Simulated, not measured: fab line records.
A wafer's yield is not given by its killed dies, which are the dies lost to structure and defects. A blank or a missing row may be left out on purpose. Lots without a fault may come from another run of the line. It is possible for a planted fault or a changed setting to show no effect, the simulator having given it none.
3 desks looking at one fault	flow n5 finfet	only its own numbers are on each desk; what lay behind them is given at the end

THE METROLOGY DESK
What the gauges read, lot by lot, whatever tool the lot ran on: means of the sampled wafers that have a number. The brackets show how far a lot's mean lies from the usual mean; more than 4 standard deviations puts the lot out of limits, marked OUT. Only the readings that lie furthest out on some lot appear, 7 of the 10 it has.
Columns: A = DIBL_N at N5_BEOL_M4_RC_MEAS_101, usual 36.9 mV/V; B = DIBL_P at N5_BEOL_M4_RC_MEAS_101, usual 36.7 mV/V; C = IOFF_N at N5_BEOL_M4_RC_MEAS_101, usual 0.17 nA/um; D = ION_N at N5_BEOL_M4_RC_MEAS_101, usual 674 uA/um; E = ION_P at N5_BEOL_M4_RC_MEAS_101, usual 461 uA/um; F = VT_N at N5_BEOL_M4_RC_MEAS_101, usual 249 mV; G = VT_P at N5_BEOL_M4_RC_MEAS_101, usual -250 mV
lot	first seen here	A	B	C	D	E	F	G
L130	day 8 01:31	35.9	35.7	0.14	666	456	252	-252
L133	day 8 14:13	34.4	33.6	0.14	658	451	252	-252
L136	day 9 04:58	37.7	39.4	0.20	684	459	248	-252
L138	day 9 20:14	38.0	36.5	0.19	678	458	247	-250
L144	day 11 09:52	37.5	38.1	0.19	688	468	248	-248
L149	day 12 21:56	37.2	37.2	0.18	683	466	248	-245
L150	day 13 01:27	35.9	37.4	0.16	682	463	249	-249
L151	day 13 05:11	34.4	33.5	0.13	664	459	255	-252
L152	day 13 07:12	37.1	38.0	0.19	679	471	247	-246
This desk found nothing out of limits on any of the 9 lots.

FOR THE TOOL OWNER'S DESK: litho track-03
The tool's own readings at N5_BEOL_M3_COAT_68 (time 60 s, resist thk 12 nm): means of the sampled wafers that have a number, for each lot that ran on this tool. The brackets show how far a lot's mean lies from the usual mean; more than 4 standard deviations puts the lot out of limits, marked OUT.
Columns: A = heater power total W at N5_BEOL_M3_COAT_68, usual 427.3 W; B = spin speed rpm at N5_BEOL_M3_COAT_68, usual 1499.9 rpm
lot	first seen here	A	B
L130	day 7 04:35	428.7	1501.0
L138	day 8 23:56	428.5	1500.6
L144	day 10 15:38	425.1	1499.9
L149	day 12 07:14	428.2	1368.1 (-99 or more) OUT
L150	day 12 08:08	429.0	1366.9 (-99 or more) OUT
This desk's finding: out of limits on L149, L150; first on L149, day 12 07:14 (spin speed rpm at N5_BEOL_M3_COAT_68). L130, L138, L144: within limits.

THE DEFECT DESK
Inspection counts along the route, by lot: the mean over sampled wafers that carry a number. The brackets show how far a lot's mean lies from the usual mean; more than 4 standard deviations puts the lot out of limits, marked OUT.
Columns: A = raw defect count at N5_BEOL_M3_INSPECT_13, usual 402
lot	first seen here	A
L130	day 7 04:01	304
L133	day 7 21:00	302
L136	day 8 06:39	349
L138	day 8 23:23	451
L144	day 10 15:05	509
L149	day 12 06:44	369
L150	day 12 07:38	441
L151	day 12 10:04	269
L152	day 12 13:26	497
This desk found nothing out of limits on any of the 9 lots.

PUT TOGETHER
An alarm could have come from the tool owner's desk at day 12 07:14, on L149, L150.
The metrology desk saw nothing out of limits.
Nothing out of limits was seen by the defect desk.
The metrology desk holds a record of L149, L150, inside its limits.
The defect desk has L149, L150 on record, within its limits.
All the named lots went through N5_BEOL_M3_COAT_68 on litho track-03.

WHAT WAS PUT IN BY THE SIMULATOR
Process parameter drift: litho track-03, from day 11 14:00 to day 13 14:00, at N5_BEOL_M3_COAT_68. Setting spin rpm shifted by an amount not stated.
Shown lots that were struck: L149, L150.
Each desk's first reading out of limits, in hours after the fault started: the tool owner's desk, 17.
